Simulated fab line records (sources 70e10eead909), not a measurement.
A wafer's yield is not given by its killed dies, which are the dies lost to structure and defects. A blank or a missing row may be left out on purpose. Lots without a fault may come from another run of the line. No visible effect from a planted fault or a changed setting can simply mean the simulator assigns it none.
Which tool was responsible? / flow nandHarc / 15 lots, 45 wafers sampled, at 4 steps of a route of 1302

== WHAT EACH GAUGE READ, for each wafer ==
No reading from a measuring or inspecting step in the record can be judged against a usual standard deviation.

== WHAT TOOL EACH LOT RAN ON (gives the tool, then ch and the chambers of the sampled wafers, and finally the start) ==
lot=L463; NHARC_A_CHANNEL_FILL_D2_ETCHBACK_08=rieDiel-03 ch 0,1,3, day 15 08:00 or earlier; NHARC_A_CHANNEL_FILL_D2_STRIP_29=rieDiel-03 ch 1,2,3, day 15 08:00 or earlier; NHARC_A_STAIRCASE_DEVELOP_08=lithoTrack-07 ch 0, day 15 08:00; NHARC_A_STAIRCASE_TRIM_14=rieDiel-08 ch 0,1,2, no start
lot=L464; NHARC_A_CHANNEL_FILL_D2_ETCHBACK_08=rieDiel-11 ch 0,2,3, day 16 12:00 or earlier; NHARC_A_CHANNEL_FILL_D2_STRIP_29=rieDiel-11 ch 1,3, day 16 12:00 or earlier; NHARC_A_STAIRCASE_DEVELOP_08=lithoTrack-05 ch 0, day 16 12:00; NHARC_A_STAIRCASE_TRIM_14=rieDiel-13 ch 0,3, no start
lot=L466; NHARC_A_CHANNEL_FILL_D2_ETCHBACK_08=rieDiel-03 ch 1,3, day 17 04:00 or earlier; NHARC_A_CHANNEL_FILL_D2_STRIP_29=rieDiel-03 ch 2,3, day 17 04:00 or earlier; NHARC_A_STAIRCASE_DEVELOP_08=lithoTrack-05 ch 0, day 17 04:00; NHARC_A_STAIRCASE_TRIM_14=rieDiel-08 ch 1,2,3, no start
lot=L472; NHARC_A_CHANNEL_FILL_D2_ETCHBACK_08=rieDiel-03 ch 0,1,3, day 20 05:00 or earlier; NHARC_A_CHANNEL_FILL_D2_STRIP_29=rieDiel-03 ch 0,1,2, day 20 05:00 or earlier; NHARC_A_STAIRCASE_DEVELOP_08=lithoTrack-07, day 20 05:00; NHARC_A_STAIRCASE_TRIM_14=rieDiel-04 ch 0,2,3, no start
lot=L473; NHARC_A_CHANNEL_FILL_D2_ETCHBACK_08=rieDiel-03 ch 0,2,3, day 20 09:00 or earlier; NHARC_A_CHANNEL_FILL_D2_STRIP_29=rieDiel-03 ch 1,2, day 20 09:00 or earlier; NHARC_A_STAIRCASE_DEVELOP_08=lithoTrack-03, day 20 09:00; NHARC_A_STAIRCASE_TRIM_14=rieDiel-04 ch 0,1,2, no start
lot=L475; NHARC_A_CHANNEL_FILL_D2_ETCHBACK_08=rieDiel-11 ch 0,3, day 20 09:00 or earlier; NHARC_A_CHANNEL_FILL_D2_STRIP_29=rieDiel-11 ch 2,3, day 20 09:00 or earlier; NHARC_A_STAIRCASE_DEVELOP_08=lithoTrack-05, day 20 09:00; NHARC_A_STAIRCASE_TRIM_14=rieDiel-08 ch 1,3, no start
lot=L476; NHARC_A_CHANNEL_FILL_D2_ETCHBACK_08=rieDiel-03 ch 0,2, day 21 10:00 or earlier; NHARC_A_CHANNEL_FILL_D2_STRIP_29=rieDiel-03 ch 0,1,3, day 21 10:00 or earlier; NHARC_A_STAIRCASE_DEVELOP_08=lithoTrack-07 ch 0, day 21 10:00; NHARC_A_STAIRCASE_TRIM_14=rieDiel-08 ch 0,3, no start
lot=L477; NHARC_A_CHANNEL_FILL_D2_ETCHBACK_08=rieDiel-12 ch 0,1,3, day 21 15:00 or earlier; NHARC_A_CHANNEL_FILL_D2_STRIP_29=rieDiel-12 ch 1,2,3, day 21 15:00 or earlier; NHARC_A_STAIRCASE_DEVELOP_08=lithoTrack-05 ch 0, day 21 15:00; NHARC_A_STAIRCASE_TRIM_14=rieDiel-13 ch 0,2,3, no start
lot=L478; NHARC_A_CHANNEL_FILL_D2_ETCHBACK_08=rieDiel-03 ch 2,3, day 22 02:00 or earlier; NHARC_A_CHANNEL_FILL_D2_STRIP_29=rieDiel-03 ch 0,1,3, day 22 02:00 or earlier; NHARC_A_STAIRCASE_DEVELOP_08=lithoTrack-07 ch 0, day 22 02:00; NHARC_A_STAIRCASE_TRIM_14=rieDiel-08 ch 0,1,2, no start
lot=L479; NHARC_A_CHANNEL_FILL_D2_ETCHBACK_08=rieDiel-12 ch 1,2, day 22 11:00 or earlier; NHARC_A_CHANNEL_FILL_D2_STRIP_29=rieDiel-12 ch 0,1, day 22 11:00 or earlier; NHARC_A_STAIRCASE_DEVELOP_08=lithoTrack-05 ch 0, day 22 11:00; NHARC_A_STAIRCASE_TRIM_14=rieDiel-08 ch 0,1,2, no start
lot=L481; NHARC_A_CHANNEL_FILL_D2_ETCHBACK_08=rieDiel-12 ch 1,2, day 23 15:00 or earlier; NHARC_A_CHANNEL_FILL_D2_STRIP_29=rieDiel-12 ch 0,1,2, day 23 15:00 or earlier; NHARC_A_STAIRCASE_DEVELOP_08=lithoTrack-05 ch 0, day 23 15:00; NHARC_A_STAIRCASE_TRIM_14=rieDiel-08 ch 1,2,3, no start
lot=L482; NHARC_A_CHANNEL_FILL_D2_ETCHBACK_08=rieDiel-03 ch 0,2, day 23 21:00 or earlier; NHARC_A_CHANNEL_FILL_D2_STRIP_29=rieDiel-03 ch 0,1,3, day 23 21:00 or earlier; NHARC_A_STAIRCASE_DEVELOP_08=lithoTrack-05 ch 0, day 23 21:00; NHARC_A_STAIRCASE_TRIM_14=rieDiel-13 ch 1,3, no start
lot=L483; NHARC_A_CHANNEL_FILL_D2_ETCHBACK_08=rieDiel-03 ch 1,2,3, day 24 05:00 or earlier; NHARC_A_CHANNEL_FILL_D2_STRIP_29=rieDiel-03 ch 2,3, day 24 05:00 or earlier; NHARC_A_STAIRCASE_DEVELOP_08=lithoTrack-07 ch 0, day 24 05:00; NHARC_A_STAIRCASE_TRIM_14=rieDiel-04 ch 2,3, no start
lot=L484; NHARC_A_CHANNEL_FILL_D2_ETCHBACK_08=rieDiel-03 ch 0,1,3, day 24 12:00 or earlier; NHARC_A_CHANNEL_FILL_D2_STRIP_29=rieDiel-03 ch 0,1,3, day 24 12:00 or earlier; NHARC_A_STAIRCASE_DEVELOP_08=lithoTrack-03 ch 0, day 24 12:00; NHARC_A_STAIRCASE_TRIM_14=rieDiel-13 ch 0,2,3, no start
lot=L485; NHARC_A_CHANNEL_FILL_D2_ETCHBACK_08=rieDiel-03 ch 0,1,2, day 24 20:00 or earlier; NHARC_A_CHANNEL_FILL_D2_STRIP_29=rieDiel-03 ch 0,2, day 24 20:00 or earlier; NHARC_A_STAIRCASE_DEVELOP_08=lithoTrack-07 ch 0, day 24 20:00; NHARC_A_STAIRCASE_TRIM_14=rieDiel-08 ch 0,2, no start
- NHARC_A_CHANNEL_FILL_D2_ETCHBACK_08: etches the open film in C4F8, target depth 220 nm, time 110 s.
- NHARC_A_CHANNEL_FILL_D2_STRIP_29: strips in O2, time 20 s.
- NHARC_A_STAIRCASE_DEVELOP_08: time 140 s.
- NHARC_A_STAIRCASE_TRIM_14: chemistry O2, time 211.2 s.

== WHAT THE TOOLS THEMSELVES READ (means of the sampled wafers that have a number; where no wafer has one, the mark that the record gives instead) ==
NHARC_A_CHANNEL_FILL_D2_ETCHBACK_08.
lot=L463; tool=rieDiel-03; oesProductAu (a.u.)=1.01; rfVppV (V)=440
lot=L464; tool=rieDiel-11; oesProductAu (a.u.)=0.96; rfVppV (V)=443
lot=L466; tool=rieDiel-03; oesProductAu (a.u.)=1.00; rfVppV (V)=437
lot=L472; tool=rieDiel-03; oesProductAu (a.u.)=1.00; rfVppV (V)=440
lot=L473; tool=rieDiel-03; oesProductAu (a.u.)=1.00; rfVppV (V)=442
lot=L475; tool=rieDiel-11; oesProductAu (a.u.)=1.01; rfVppV (V)=445
lot=L476; tool=rieDiel-03; oesProductAu (a.u.)=0.98; rfVppV (V)=444
lot=L477; tool=rieDiel-12; oesProductAu (a.u.)=0.98; rfVppV (V)=443
lot=L478; tool=rieDiel-03; oesProductAu (a.u.)=0.92; rfVppV (V)=444
lot=L479; tool=rieDiel-12; oesProductAu (a.u.)=0.93; rfVppV (V)=443
lot=L481; tool=rieDiel-12; oesProductAu (a.u.)=0.93; rfVppV (V)=443
lot=L482; tool=rieDiel-03; oesProductAu (a.u.)=0.92; rfVppV (V)=444
lot=L483; tool=rieDiel-03; oesProductAu (a.u.)=0.91; rfVppV (V)=439
lot=L484; tool=rieDiel-03; oesProductAu (a.u.)=0.99; rfVppV (V)=439
lot=L485; tool=rieDiel-03; oesProductAu (a.u.)=0.99; rfVppV (V)=442

NHARC_A_CHANNEL_FILL_D2_STRIP_29.
lot=L463; tool=rieDiel-03; drypumpMotorCurrentA (A)=5.6; oesProductAu (a.u.)=1.003; rfVppV (V)=57.6; showerheadPlenumPTorr (Torr)=3.49; throttleValvePct (%)=17.042
lot=L464; tool=rieDiel-11; drypumpMotorCurrentA (A)=5.7; oesProductAu (a.u.)=0.984; rfVppV (V)=58.1; showerheadPlenumPTorr (Torr)=3.50; throttleValvePct (%)=17.025
lot=L466; tool=rieDiel-03; drypumpMotorCurrentA (A)=5.5; oesProductAu (a.u.)=0.994; rfVppV (V)=57.9; showerheadPlenumPTorr (Torr)=3.50; throttleValvePct (%)=17.036
lot=L472; tool=rieDiel-03; drypumpMotorCurrentA (A)=5.5; oesProductAu (a.u.)=1.005; rfVppV (V)=58.3; showerheadPlenumPTorr (Torr)=3.60; throttleValvePct (%)=17.040
lot=L473; tool=rieDiel-03; drypumpMotorCurrentA (A)=5.5; oesProductAu (a.u.)=0.995; rfVppV (V)=58.7; showerheadPlenumPTorr (Torr)=3.62; throttleValvePct (%)=17.036
lot=L475; tool=rieDiel-11; drypumpMotorCurrentA (A)=5.3; oesProductAu (a.u.)=1.000; rfVppV (V)=57.5; showerheadPlenumPTorr (Torr)=3.65; throttleValvePct (%)=17.032
lot=L476; tool=rieDiel-03; drypumpMotorCurrentA (A)=5.6; oesProductAu (a.u.)=0.989; rfVppV (V)=55.9; showerheadPlenumPTorr (Torr)=3.47; throttleValvePct (%)=17.032
lot=L477; tool=rieDiel-12; drypumpMotorCurrentA (A)=6.0; oesProductAu (a.u.)=1.001; rfVppV (V)=57.8; showerheadPlenumPTorr (Torr)=3.64; throttleValvePct (%)=17.032
lot=L478; tool=rieDiel-03; drypumpMotorCurrentA (A)=5.6; oesProductAu (a.u.)=0.992; rfVppV (V)=56.7; showerheadPlenumPTorr (Torr)=3.47; throttleValvePct (%)=17.034
lot=L479; tool=rieDiel-12; drypumpMotorCurrentA (A)=5.6; oesProductAu (a.u.)=0.992; rfVppV (V)=57.9; showerheadPlenumPTorr (Torr)=3.65; throttleValvePct (%)=17.041
lot=L481; tool=rieDiel-12; drypumpMotorCurrentA (A)=6.0; oesProductAu (a.u.)=1.005; rfVppV (V)=57.8; showerheadPlenumPTorr (Torr)=3.71; throttleValvePct (%)=17.034
lot=L482; tool=rieDiel-03; drypumpMotorCurrentA (A)=5.6; oesProductAu (a.u.)=0.990; rfVppV (V)=58.4; showerheadPlenumPTorr (Torr)=3.47; throttleValvePct (%)=17.039
lot=L483; tool=rieDiel-03; drypumpMotorCurrentA (A)=5.5; oesProductAu (a.u.)=0.987; rfVppV (V)=57.6; showerheadPlenumPTorr (Torr)=3.50; throttleValvePct (%)=17.037
lot=L484; tool=rieDiel-03; drypumpMotorCurrentA (A)=5.7; oesProductAu (a.u.)=0.994; rfVppV (V)=57.1; showerheadPlenumPTorr (Torr)=3.47; throttleValvePct (%)=17.040
lot=L485; tool=rieDiel-03; drypumpMotorCurrentA (A)=5.2; oesProductAu (a.u.)=0.994; rfVppV (V)=58.0; showerheadPlenumPTorr (Torr)=3.75; throttleValvePct (%)=17.030

NHARC_A_STAIRCASE_DEVELOP_08.
lot=L463; tool=lithoTrack-07; chillPlateTempC (C)=23.14; exhaustPa (Pa)=44.1
lot=L464; tool=lithoTrack-05; chillPlateTempC (C)=23.00; exhaustPa (Pa)=44.6
lot=L466; tool=lithoTrack-05; chillPlateTempC (C)=23.00; exhaustPa (Pa)=45.5
lot=L472; tool=lithoTrack-07; chillPlateTempC (C)=-; exhaustPa (Pa)=-
lot=L473; tool=lithoTrack-03; chillPlateTempC (C)=-; exhaustPa (Pa)=-
lot=L475; tool=lithoTrack-05; chillPlateTempC (C)=-; exhaustPa (Pa)=-
lot=L476; tool=lithoTrack-07; chillPlateTempC (C)=22.94; exhaustPa (Pa)=44.5
lot=L477; tool=lithoTrack-05; chillPlateTempC (C)=23.11; exhaustPa (Pa)=45.3
lot=L478; tool=lithoTrack-07; chillPlateTempC (C)=23.02; exhaustPa (Pa)=44.1
lot=L479; tool=lithoTrack-05; chillPlateTempC (C)=23.02; exhaustPa (Pa)=44.1
lot=L481; tool=lithoTrack-05; chillPlateTempC (C)=23.01; exhaustPa (Pa)=45.6
lot=L482; tool=lithoTrack-05; chillPlateTempC (C)=22.99; exhaustPa (Pa)=45.6
lot=L483; tool=lithoTrack-07; chillPlateTempC (C)=23.10; exhaustPa (Pa)=44.8
lot=L484; tool=lithoTrack-03; chillPlateTempC (C)=22.99; exhaustPa (Pa)=45.6
lot=L485; tool=lithoTrack-07; chillPlateTempC (C)=23.07; exhaustPa (Pa)=45.0

NHARC_A_STAIRCASE_TRIM_14.
lot=L463; tool=rieDiel-08; drypumpMotorCurrentA (A)=5.6; oesProductAu (a.u.)=1.003; rfVppV (V)=57.3; showerheadPlenumPTorr (Torr)=3.54; throttleValvePct (%)=17.030
lot=L464; tool=rieDiel-13; drypumpMotorCurrentA (A)=6.3; oesProductAu (a.u.)=0.992; rfVppV (V)=57.6; showerheadPlenumPTorr (Torr)=3.35; throttleValvePct (%)=17.043
lot=L466; tool=rieDiel-08; drypumpMotorCurrentA (A)=5.6; oesProductAu (a.u.)=1.000; rfVppV (V)=57.6; showerheadPlenumPTorr (Torr)=3.47; throttleValvePct (%)=17.039
lot=L472; tool=rieDiel-04; drypumpMotorCurrentA (A)=6.2; oesProductAu (a.u.)=0.999; rfVppV (V)=58.0; showerheadPlenumPTorr (Torr)=3.62; throttleValvePct (%)=17.035
lot=L473; tool=rieDiel-04; drypumpMotorCurrentA (A)=5.6; oesProductAu (a.u.)=0.998; rfVppV (V)=58.8; showerheadPlenumPTorr (Torr)=3.71; throttleValvePct (%)=17.037
lot=L475; tool=rieDiel-08; drypumpMotorCurrentA (A)=5.8; oesProductAu (a.u.)=1.005; rfVppV (V)=56.7; showerheadPlenumPTorr (Torr)=3.45; throttleValvePct (%)=17.039
lot=L476; tool=rieDiel-08; drypumpMotorCurrentA (A)=5.5; oesProductAu (a.u.)=1.006; rfVppV (V)=57.2; showerheadPlenumPTorr (Torr)=3.44; throttleValvePct (%)=17.036
lot=L477; tool=rieDiel-13; drypumpMotorCurrentA (A)=6.1; oesProductAu (a.u.)=1.001; rfVppV (V)=56.7; showerheadPlenumPTorr (Torr)=3.41; throttleValvePct (%)=17.044
lot=L478; tool=rieDiel-08; drypumpMotorCurrentA (A)=5.6; oesProductAu (a.u.)=1.003; rfVppV (V)=57.4; showerheadPlenumPTorr (Torr)=3.51; throttleValvePct (%)=17.035
lot=L479; tool=rieDiel-08; drypumpMotorCurrentA (A)=5.6; oesProductAu (a.u.)=1.005; rfVppV (V)=57.3; showerheadPlenumPTorr (Torr)=3.51; throttleValvePct (%)=17.039
lot=L481; tool=rieDiel-08; drypumpMotorCurrentA (A)=5.6; oesProductAu (a.u.)=0.996; rfVppV (V)=58.4; showerheadPlenumPTorr (Torr)=3.45; throttleValvePct (%)=17.040
lot=L482; tool=rieDiel-13; drypumpMotorCurrentA (A)=6.2; oesProductAu (a.u.)=1.001; rfVppV (V)=57.2; showerheadPlenumPTorr (Torr)=3.45; throttleValvePct (%)=17.044
lot=L483; tool=rieDiel-04; drypumpMotorCurrentA (A)=6.1; oesProductAu (a.u.)=1.015; rfVppV (V)=57.6; showerheadPlenumPTorr (Torr)=3.66; throttleValvePct (%)=17.032
lot=L484; tool=rieDiel-13; drypumpMotorCurrentA (A)=6.1; oesProductAu (a.u.)=1.001; rfVppV (V)=57.3; showerheadPlenumPTorr (Torr)=3.40; throttleValvePct (%)=17.037
lot=L485; tool=rieDiel-08; drypumpMotorCurrentA (A)=5.4; oesProductAu (a.u.)=1.019; rfVppV (V)=57.9; showerheadPlenumPTorr (Torr)=3.52; throttleValvePct (%)=17.038

== THE ANSWER, worked out from the rows above alone ==
Rule: the usual values come from the lots themselves. The widest of any qualifying gaps counts: lots, ordered by their means at a reading, are off when they make up no more than a third of the lots, leave a main group of 4 or more, and stand apart from it by 3 or more times the standard deviation of that group's means. Not used: any main group whose means are identical at the precision the tables above print for the reading. A lot without any number at a reading at which 4 lots or more have one is off too. Any other lot the step has rows for is counted as sound. First the gauges in route order, then the tools' own readings, where a lot's mean is used as printed above. The first step at which some lot is off is used, and at that step the reading that is off furthest; a lot without a number counts as furthest.
Off at NHARC_A_STAIRCASE_DEVELOP_08 (chillPlateTempC): L472, L473, L475. Without a number there: L472, L473, L475. For the main group the mean is 23.03 C and the standard deviation 0.057.
If a tool, at that step or one of the process steps before it, ran each lot that is off and ran no sound lot following the first of them, it fits. Because NHARC_A_CHANNEL_FILL_D2_ETCHBACK_08 lacks a start for some lots, the hours and order of its lots are taken from NHARC_A_STAIRCASE_DEVELOP_08. Because NHARC_A_CHANNEL_FILL_D2_STRIP_29 lacks a start for some lots, the hours and order of its lots are taken from NHARC_A_STAIRCASE_DEVELOP_08. Of those tried, none fits.

== WHAT HAD BEEN PUT IN BY THE SIMULATOR ==
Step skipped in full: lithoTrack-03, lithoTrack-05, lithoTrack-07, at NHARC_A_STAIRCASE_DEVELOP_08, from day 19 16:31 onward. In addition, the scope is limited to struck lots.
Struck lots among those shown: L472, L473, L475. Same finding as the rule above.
